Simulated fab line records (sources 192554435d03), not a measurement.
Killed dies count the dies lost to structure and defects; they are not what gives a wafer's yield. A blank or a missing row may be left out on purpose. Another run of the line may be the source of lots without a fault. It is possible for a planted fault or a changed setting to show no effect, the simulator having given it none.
Split-lot experiment ; flow n5_finfet ; on a route of 1938 steps: 7 lots, 21 wafers read

## THE SPLIT ITSELF
At N5_BEOL_M14_SPUTTER_43 (material TaN, target thk 15 nm, time 24.19 s), the setting power_w was moved away from the recipe's 15000 W on 7 of the 21 wafers read, by -10.4% to +17.3%. The other wafers ran this setting at the recipe's value.

The reading is taken at the split's own step.

## THE READING
TaN_of_BEOL_M14_SPUTTER_43.thk_nm (the simulator's own value, which no gauge read), in nm, at N5_BEOL_M14_SPUTTER_43 (material TaN, target thk 15 nm, time 24.19 s). The file does not state a usual value for it. Here, 14 wafers ran the recipe; their average is 14.9 nm with a standard deviation of 0.15 nm.

wafer;tool, chamber at the split;power_w as run, W;against the recipe;TaN_of_BEOL_M14_SPUTTER_43.thk_nm, nm;against lot-mates on the recipe
L077.1;pvd_sputter-02, -;15000;recipe;14.6;-
L077.2;pvd_sputter-02, -;15000;recipe;15;-
L077.4;pvd_sputter-02, -;15000;recipe;14.8;-
L082.1;pvd_sputter-03, -;13940;-7.1%;13.8;-1.4
L082.5;pvd_sputter-03, -;13940;-7.1%;13.8;-1.4
L082.4;pvd_sputter-03, -;15000;recipe;15.2;-
L086.2;pvd_sputter-02, -;15000;recipe;14.8;-
L086.5;pvd_sputter-02, -;15000;recipe;14.8;-
L086.6;pvd_sputter-02, -;16130;+7.5%;15.8;+1.0
L085.1;pvd_sputter-01, -;15000;recipe;15;-
L085.3;pvd_sputter-01, -;15000;recipe;15;-
L085.4;pvd_sputter-01, -;13940;-7.1%;13.8;-1.2
L089.1;pvd_sputter-02, -;15000;recipe;15;-
L089.3;pvd_sputter-02, -;15000;recipe;15;-
L089.4;pvd_sputter-02, -;15000;recipe;14.8;-
L092.2;pvd_sputter-03, -;13440;-10.4%;13.2;-1.8
L092.4;pvd_sputter-03, -;13440;-10.4%;13.2;-1.8
L092.6;pvd_sputter-03, -;15000;recipe;15;-
L094.3;pvd_sputter-03, -;17600;+17.3%;17.4;+2.6
L094.5;pvd_sputter-03, -;15000;recipe;14.8;-
L094.6;pvd_sputter-03, -;15000;recipe;14.8;-

FIT RESULTS
A straight line over all 21 wafers: TaN_of_BEOL_M14_SPUTTER_43.thk_nm changes by +0.15 nm for each +1% of power_w; r = +0.99; the points scatter about the line by 0.14 nm.
The same after taking each lot's own level away (the mean of its wafers on the recipe; 21 wafers): +0.162 nm for each +1%; r = +0.99; scatter 0.12 nm.
Per that fit: largest power_w move, reading shift of 2.8 nm.
Measured against the standard deviation above, the lots' own levels, which go from 14.80 to 15.20 nm, span 2.7 times it.
The two slopes are in agreement: the lot-to-lot level therefore moves the slope only a little.
Check: +2.91 nm against its lot-mates is what the line predicts for one of the wafers moved furthest among these (+17.3%) when that wafer is left out of the fit. Against them it came out at +2.6 nm.

## OTHER SPLITS APPLIED TO THESE WAFERS
These wafers also went through other splits before the reading. Each is held against what the fit with the lots' levels taken away leaves over:
other split on the same wafers;wafers away from the commonest value;r with TaN_of_BEOL_M14_SPUTTER_43.thk_nm (lot level and that fit taken away)
N5_BEOL_M8_DESCUM_33 time_s;6;-0.15
N5_BEOL_M10_ETCH_41 source_w;4;+0.06
N5_BEOL_M11_COAT_63 spin_rpm;5;+0.24
N5_BEOL_M11_COAT_64 spin_rpm;3;-0.23
N5_BEOL_M12_PEB_08 peb_time_s;5;+0.00
N5_BEOL_M13_SPUTTER_44 power_w;5;-0.23

## THE FILE'S OWN FIT
TaN_of_BEOL_M14_SPUTTER_43.thk_nm changes by +0.159 nm for each +1% of power_w, r = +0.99.
